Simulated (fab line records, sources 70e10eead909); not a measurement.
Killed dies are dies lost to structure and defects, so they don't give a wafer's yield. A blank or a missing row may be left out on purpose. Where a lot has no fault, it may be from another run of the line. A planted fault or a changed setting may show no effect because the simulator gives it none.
Chamber matching    flow nand harc    NHARC_A_WL_FILL_ETCHBACK_26 on rie si-02 has 4 sister chambers
The step etches the open film in HBr, target depth 52 nm, time 13.3 s. 14 wafers are shown with their chamber, then 7 later ones without.

== WAFERS, EACH WITH ITS CHAMBER ==
wafer   chamber  oes product au (a.u.)  throttle valve pct (%)  bias w (W)
L075.1  0        0.992                  23.237                  60.04
L075.3  2        1.006                  23.262                  60.03
L075.4  1        1.001                  23.266                  60.06
L077.2  2        0.995                  23.253                  59.93
L077.3  3        0.992                  23.260                  60.12
L077.6  3        1.001                  23.251                  59.79
L078.1  2        0.995                  23.266                  59.97
L078.4  0        0.993                  23.270                  59.93
L078.5  3        0.996                  23.262                  60.05
L085.3  0        1.000                  23.265                  60.24
L085.5  0        1.000                  23.267                  60.13
L085.6  1        1.011                  23.261                  60.24
L086.2  3        0.999                  23.257                  60.32
L086.4  1        0.997                  23.280                  60.12

SIGNATURES, as means of the wafers listed above
reading             chamber 0  chamber 1  chamber 2  chamber 3  scatter within a chamber
oes product au      0.99625    1.00300    0.99867    0.99700    0.00536
throttle valve pct  23.25975   23.26900   23.26033   23.25750   0.0103
bias w              60.0850    60.1400    59.9767    60.0700    0.148
Rule: a wafer's distance from a chamber is the root of the sum, over the readings, of the square of ((its reading less the chamber's mean) divided by the reading's scatter). If the next closest chamber is less than 2 further off than the closest, the wafer can't be placed; otherwise it belongs to the closest. The scatter: take each reading less its chamber's mean, square it, sum over the shown wafers, divide by the number of wafers less the number of chambers, and take the root.

== WAFERS MISSING THEIR CHAMBER ==
wafer   oes product au (a.u.)  throttle valve pct (%)  bias w (W)
L086.6  0.996                  23.260                  59.98
L089.2  0.995                  23.265                  60.05
L089.3  0.995                  23.265                  60.12
L089.4  0.998                  23.266                  60.03
L097.2  0.990                  23.265                  59.90
L097.4  0.995                  23.263                  59.99
L097.6  0.993                  23.264                  60.31

== EACH ONE'S CHAMBER ==
wafer   from the rows above                in truth
L086.6  can't be placed: 2 or 3 or 0 or 1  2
L089.2  can't be placed: 0 or 3 or 2 or 1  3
L089.3  can't be placed: 0 or 3 or 2 or 1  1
L089.4  can't be placed: 2 or 0 or 3 or 1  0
L097.2  can't be placed: 2 or 0 or 3 or 1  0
L097.4  can't be placed: 2 or 0 or 3 or 1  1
L097.6  can't be placed: 0 or 3 or 1 or 2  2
Correct placement for 0 of the 7. These rows do not allow placing 7 (true chamber among the candidates in 7). Placed wrongly: 0.
